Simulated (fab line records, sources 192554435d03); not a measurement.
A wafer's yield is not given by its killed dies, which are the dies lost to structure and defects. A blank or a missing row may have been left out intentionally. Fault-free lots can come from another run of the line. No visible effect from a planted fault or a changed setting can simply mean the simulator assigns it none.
Split-lot experiment ; flow n5-finfet ; 21 wafers read from 7 lots, route of 1938 steps

THE SPLIT ITSELF
At N5_SD_EPI_N_EPI_21 (deposits Si:P, time 690 s), the setting epi-growth-time-s was moved away from the recipe's 690 s on 9 of the 21 wafers read, by -9.5% to +6.2%. For the rest of the wafers, this setting stayed at what the recipe calls for.

FROM THE SPLIT TO THE READING: what the file shows between them, 7 steps
- N5_SD_EPI_N_PRECLEAN_24: cleans in O3/DIW, time 60 s
- N5_SD_EPI_P_EPI_21: deposits SiGe:B, time 355 s
- N5_SD_EPI_P_HM_STRIP_48: strips SiNx in H3PO4, material SiNx, target depth 3 nm
- N5_SD_EPI_P_SRD_49: time 30 s
- N5_SD_EPI_P_PRECLEAN_24: cleans in O3/DIW, time 45 s
- N5_SD_ACTIVATION_RTA_00: time 0 s
- N5_SD_ACTIVATION_LSA_01: time 0.0008 s

THE READING
At N5_SD_ACTIVATION_RS_MEAS_03, a four-point-probe measurement gives RS_SD_N in ohm/sq. A value of 21.90 ohm/sq with a standard deviation of 0.27 ohm/sq is what fault-free wafers of this fab line usually give.

wafer;tool, chamber at the split;epi-growth-time-s as run, s;against the recipe;RS_SD_N, ohm/sq;against lot-mates on the recipe
L075.1;epi-rpcvd-01, 0;690;recipe;21.75;-
L075.4;epi-rpcvd-01, 0;690;recipe;21.96;-
L075.6;epi-rpcvd-01, 0;690;recipe;21.97;-
L079.1;epi-rpcvd-03, 0;633.6;-8.2%;23.10;+1.83
L079.2;epi-rpcvd-03, 0;690;recipe;21.27;-
L079.5;epi-rpcvd-03, 0;633.6;-8.2%;23.07;+1.80
L084.3;epi-rpcvd-03, 0;690;recipe;21.89;-
L084.4;epi-rpcvd-03, 0;690;recipe;21.62;-
L084.6;epi-rpcvd-03, 0;733;+6.2%;20.97;-0.79
L086.2;epi-rpcvd-03, 0;628.6;-8.9%;22.98;+1.39
L086.3;epi-rpcvd-03, 0;628.6;-8.9%;23.12;+1.53
L086.5;epi-rpcvd-03, 0;690;recipe;21.59;-
L085.2;epi-rpcvd-01, 0;652.8;-5.4%;22.89;+1.27
L085.5;epi-rpcvd-01, 0;690;recipe;21.62;-
L085.6;epi-rpcvd-01, 0;652.8;-5.4%;22.54;+0.92
L088.2;epi-rpcvd-03, 0;690;recipe;22.02;-
L088.3;epi-rpcvd-03, 0;624.7;-9.5%;23.51;+1.49
L088.4;epi-rpcvd-03, 0;624.7;-9.5%;23.41;+1.39
L090.2;epi-rpcvd-03, 0;690;recipe;21.92;-
L090.4;epi-rpcvd-03, 0;690;recipe;22.33;-
L090.6;epi-rpcvd-03, 0;690;recipe;22.49;-

FIT RESULTS
A straight line over all 21 wafers: RS_SD_N changes by -0.15 ohm/sq for each +1% of epi-growth-time-s; r = -0.93; the points scatter about the line by 0.27 ohm/sq.
The same after taking each lot's own level away (the mean of its wafers on the recipe; 21 wafers): -0.17 ohm/sq for each +1%; r = -0.97; scatter 0.21 ohm/sq.
On that fit, the largest move of epi-growth-time-s shifts the reading by 1.6 ohm/sq.
The span of the lots' own levels, 21.270 to 22.247 ohm/sq, comes to 3.6 times the standard deviation stated above.
In other words, the slope is changed by the lot-to-lot level; the two fits disagree.
Check: for one of the wafers moved furthest among these (-9.5%), held out of the fit, the line's prediction against its lot-mates is +1.69 ohm/sq. Against them it came out at +1.49 ohm/sq.

THESE WAFERS: OTHER SPLITS
Other splits were also applied to these wafers ahead of the reading. Each is held against what the fit with the lots' levels taken away leaves over:
other split on the same wafers;wafers away from the commonest value;r with RS_SD_N (lot level and that fit taken away)
N5_ZERO_LAYER_EXPOSE_08 dose-mj;5;-0.24
N5_PMOS_HMC_CHANNEL_EPI_PEB_07 peb-time-s;4;-0.34
N5_FIN_SAQP_PEB_14 peb-time-s;6;+0.00
N5_FIN_SAQP_FIN_ETCH_36 bias-w;9;+0.28
N5_DUMMY_GATE_CVD_03 temp-c;12;-0.39
N5_DUMMY_GATE_COAT_28 spin-rpm;10;-0.05
N5_SD_EPI_N_ETCH_16 target-depth-a;4;+0.03

THE WHOLE CHAIN: every reading that the file lists as answering this split, in the file's order
step;what it does;reading;change (the file's fit);r (the file's)
N5_SD_EPI_N_EPI_21;deposits Si:P, time 690 s;Si-P_of_SD_EPI_N_EPI_21.thk-nm (the simulator's own value, which no gauge read);+0.43 nm for each +1% of the setting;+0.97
N5_SD_EPI_P_HM_STRIP_48;strips SiNx in H3PO4, material SiNx, target depth 3 nm;Si-P_of_SD_EPI_N_EPI_21.thk-nm (the simulator's own value, which no gauge read);+0.424 nm for each +1% of the setting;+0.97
N5_SD_ACTIVATION_RS_MEAS_03;measures by four-point-probe;RS_SD_N;-0.172 for each +1% of the setting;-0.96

THE FILE'S OWN FIT
RS_SD_N changes by -0.172 ohm/sq for each +1% of epi-growth-time-s, r = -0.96.
